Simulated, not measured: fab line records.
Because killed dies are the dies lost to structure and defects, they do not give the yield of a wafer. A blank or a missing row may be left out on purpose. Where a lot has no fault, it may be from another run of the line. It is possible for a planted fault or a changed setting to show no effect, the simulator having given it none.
Struck lot and sound lot, side by side || flow n5_finfet || 35 out of 1938 route steps
Sound: these wafers, L720.2, L720.4, L720.5. Struck: wafer L717.1 (L717.5, L717.6, from the same lot, were not struck and are left out); the cause is given at the end.
Order at every step that has rows: each side's tool, ch and its chambers, its first start. Under that, the readings that differ: sound wafers || struck wafers || difference of the means || sigmas: that difference in standard deviations of wafers without a fault.
alike: a reading whose means differ by less than 2 such deviations, as well as words and numbers matching on both sides. not compared: withheld readings; readings where some wafer has no value; bounds like >300 that might hide an equal value; numbers whose values overlap and for which the record gives no deviation.
A row with sigmas, a row that says differs or no value, or rows on one side alone: a step with any of these is where the two part. Numbers that don't overlap but have no deviation are shown without sigmas and don't part them. Lack of a reading on every wafer of one side parts them only where that side has two or more wafers.

first, 10 steps without rows for these wafers: N5_STI_FIN_REVEAL_PRECLEAN_18 (cleans in SC2, time 45 s); N5_STI_FIN_REVEAL_SRD_28 (time 30 s); N5_DUMMY_GATE_PRECLEAN_00 (cleans in O3/DIW, time 60 s); N5_DUMMY_GATE_SRD_01 (time 30 s); N5_DUMMY_GATE_ALD_02 (deposits SiO2, target thk 2 nm, pulse time 1 s); N5_DUMMY_GATE_CVD_03 (deposits a-Si from SiH4, target thk 150 nm, time 8042 s); N5_DUMMY_GATE_PRECLEAN_46 (cleans in DIW, time 89.5 s); N5_DUMMY_GATE_SRD_47 (dry time 32 s); N5_DUMMY_GATE_CMP_04 (polishes a-Si); N5_DUMMY_GATE_HM_DEP_06 (deposits SiNx from DCS/NH3, target thk 80 nm, time 5141 s).
N5_DUMMY_GATE_PECVD_30: deposits SiO2 from TEOS/O2, target thk 55 nm, time 10.8 s.
  sound on pecvd-01 ch 0,2, day 4 23:53; struck on pecvd-04 ch 1, day 4 05:14
{"reading": "model.SiO2_of_DUMMY_GATE_PECVD_30.thk_nm (nm)", "sound": "53.8 54 55.4", "struck": 75.4, "difference": "+21.0", "sigmas": ""}
then, 22 steps without rows for these wafers: N5_DUMMY_GATE_COAT_34 (time 60 s, resist thk 60 nm); N5_DUMMY_GATE_COAT_35 (time 60 s, resist thk 10 nm); N5_DUMMY_GATE_COAT_28 (time 60 s, resist thk 10 nm); N5_DUMMY_GATE_COAT_09 (resist thk 30 nm); N5_DUMMY_GATE_EBR_11; N5_DUMMY_GATE_SOFTBAKE_10 (time 60 s); N5_DUMMY_GATE_EXPOSE_12 (exposes mask GATE, target cd 25 nm); N5_DUMMY_GATE_PEB_13 (peb time 60 s); N5_DUMMY_GATE_DEVELOP_14 (develop time 30 s); N5_DUMMY_GATE_DESCUM_20 (chemistry O2, time 6.2 s); N5_DUMMY_GATE_ETCH_29 (etches underlayer in N2/H2, target depth 13 nm); N5_DUMMY_GATE_ETCH_36 (etches SiARC in CF4, target depth 13 nm); N5_DUMMY_GATE_ETCH_37 (etches SOC in N2/H2, target depth 60 nm, overetch 30 nm); N5_DUMMY_GATE_STRIP_38 (strips in N2/H2); N5_DUMMY_GATE_STRIP_39 (strips in N2/H2); N5_DUMMY_GATE_TRIM_49 (chemistry O2, time 29 s, target cd 14 nm); N5_DUMMY_GATE_STRIP_40 (strips in CF4); N5_DUMMY_GATE_ETCH_31 (etches SiO2 in C4F6/O2, target depth 82.5 nm, time 27.5 s); N5_DUMMY_GATE_STRIP_41 (strips in O2); N5_DUMMY_GATE_HM_OPEN_21 (chemistry CH3F/O2, target SiNx, target depth 120 nm, time 171.4 s); N5_DUMMY_GATE_ETCH_32 (etches SiO2 in CF4, target depth 3.5 nm, time 3.9 s); N5_DUMMY_GATE_ETCH_23 (etches poly-Si in HBr/Cl2/O2, target depth 41 nm, time 22.3 s).
N5_DUMMY_GATE_ETCH_44: etches poly-Si in HBr/O2, stops on SiO2, target depth 127.5 nm.
  sound on rie_si-01 ch 0,1,3, day 5 01:15; struck on rie_si-04 ch 3, day 4 06:28
{"reading": "throttle_valve_pct (%)", "sound": "18.66 18.66 18.65", "struck": 18.18, "difference": -0.48, "sigmas": -3}
{"reading": "model.SiO2_of_DUMMY_GATE_PECVD_30.thk_nm (nm)", "sound": "36.4 37.2 38.6", "struck": 58.2, "difference": "+20.8", "sigmas": ""}
  alike: drypump_motor_current_A, oes_product_au
  not compared: rf_hours_counter_h
following that, these wafers have no rows for 1 step: N5_PASSIVATION_PROBE_49.

== WHERE THEY PART ==
N5_DUMMY_GATE_ETCH_44 only, going by this record.

WHY: whatever the simulator had introduced
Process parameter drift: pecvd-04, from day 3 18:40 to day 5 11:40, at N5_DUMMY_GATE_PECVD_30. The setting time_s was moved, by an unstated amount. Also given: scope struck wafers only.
